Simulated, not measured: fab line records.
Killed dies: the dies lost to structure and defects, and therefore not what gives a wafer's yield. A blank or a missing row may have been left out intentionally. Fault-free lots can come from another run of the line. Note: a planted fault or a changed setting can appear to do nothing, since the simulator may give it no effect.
Comparing a struck lot with a sound one	flow n5Finfet	14 steps out of a route of 1938
Sound: these wafers, L987.1, L987.5, L987.6. The struck wafers were L978.1, L978.3, L978.4. Last of all comes the cause.
At each step with rows: each side's tool, then ch and its chambers, then its first start. Under that, the readings that differ: sound wafers	struck wafers	difference of the means	sigmas: that difference in standard deviations of wafers without a fault.
alike: readings whose means differ by less than 2 such deviations, and words and numbers that are the same on both sides. not compared: withheld readings, readings that some wafer has no value for, bounds like >300 that may hide the same value, and numbers for which the record gives no deviation and whose values overlap.
The two part at a step that has a row with sigmas, a row that says differs or no value, or rows on one side only. Numbers that have no deviation but don't overlap get no sigmas and don't part them. A reading that every wafer of one side lacks parts them only if that side has two wafers or more.

first, 1 step without rows for these wafers: N5_DUMMY_GATE_DESCUM_20 (chemistry O2, time 6.2 s).
N5_DUMMY_GATE_ETCH_29: etches underlayer in N2/H2, target depth 13 nm.
  sound on rieDiel-03 ch 1,2, day 7 16:21; struck on rieDiel-05 ch 0,1,3, day 5 12:01
reading	sound	struck	difference	sigmas
oesProductAu (a.u.)	0.73 0.72 0.71	0.92 0.89 0.86	+0.17	+2
  alike: drypumpMotorCurrentA, rfVppV, showerheadPlenumPTorr, throttleValvePct
  not compared: rfHoursCounterH
then, 4 steps without rows for these wafers: N5_DUMMY_GATE_ETCH_36 (etches SiARC in CF4, target depth 13 nm); N5_DUMMY_GATE_ETCH_37 (etches SOC in N2/H2, target depth 60 nm, overetch 30 nm); N5_DUMMY_GATE_STRIP_38 (strips in N2/H2); N5_DUMMY_GATE_STRIP_39 (strips in N2/H2).
N5_DUMMY_GATE_TRIM_49: chemistry O2, time 29 s, target cd 14 nm.
  sound on rieSi-02 ch 0,3, day 7 16:35; struck on rieSi-03 ch 1,2,3, day 5 12:11
  alike: drypumpMotorCurrentA, oesProductAu, throttleValvePct
  not compared: rfHoursCounterH
N5_DUMMY_GATE_STRIP_40: strips in CF4.
  sound on rieDiel-05 ch 1,2, day 7 16:57; struck on rieDiel-05 ch 0,1,2, day 5 12:17
  alike: drypumpMotorCurrentA, oesProductAu, rfVppV, showerheadPlenumPTorr, throttleValvePct
  not compared: rfHoursCounterH
N5_DUMMY_GATE_CD_MEAS_50 targets a cd of 14 nm.
  sound on cdSem-03, day 7 17:00; struck on cdSem-03, day 5 12:20
  alike: cdNm
N5_DUMMY_GATE_ETCH_31: etches SiO2 in C4F6/O2, target depth 82.5 nm, time 27.5 s.
  sound on rieDiel-05 ch 0,1,3, day 7 17:03; struck on rieDiel-04 ch 1,2,3, day 5 12:23
  alike: drypumpMotorCurrentA, oesProductAu, rfVppV, showerheadPlenumPTorr, throttleValvePct
  not compared: rfHoursCounterH
N5_DUMMY_GATE_STRIP_41: strips in O2.
  sound on rieDiel-05 ch 0,1,3, day 7 17:06; struck on rieDiel-04 ch 1,2,3, day 5 12:25
  alike: drypumpMotorCurrentA, oesProductAu, rfVppV, showerheadPlenumPTorr, throttleValvePct
  not compared: rfHoursCounterH
then, 1 step without rows for these wafers: N5_DUMMY_GATE_HM_OPEN_21 (chemistry CH3F/O2, target SiNx, target depth 120 nm, time 171.4 s).
N5_DUMMY_GATE_ETCH_32: etches SiO2 in CF4, target depth 3.5 nm, time 3.9 s.
  sound on rieSi-02 ch 0,1,3, day 7 17:18; struck on rieSi-02 ch 0,1,2, day 5 12:37
reading	sound	struck	difference	sigmas
oesProductAu (a.u.)	1.004 1.009 1.015	0.836 0.858 0.867	-0.156	-9
model.etch.depthNm (nm)	3.544 3.619 3.444	2.616 2.564 2.594	-0.944	
  alike: drypumpMotorCurrentA, throttleValvePct
  not compared: rfHoursCounterH
then, 1 step without rows for these wafers: N5_DUMMY_GATE_ETCH_23 (etches poly-Si in HBr/Cl2/O2, target depth 41 nm, time 22.3 s).

WHERE THEY PART
At N5_DUMMY_GATE_ETCH_29 first; at N5_DUMMY_GATE_ETCH_32 last (within this record only).

WHY: whatever the simulator had introduced
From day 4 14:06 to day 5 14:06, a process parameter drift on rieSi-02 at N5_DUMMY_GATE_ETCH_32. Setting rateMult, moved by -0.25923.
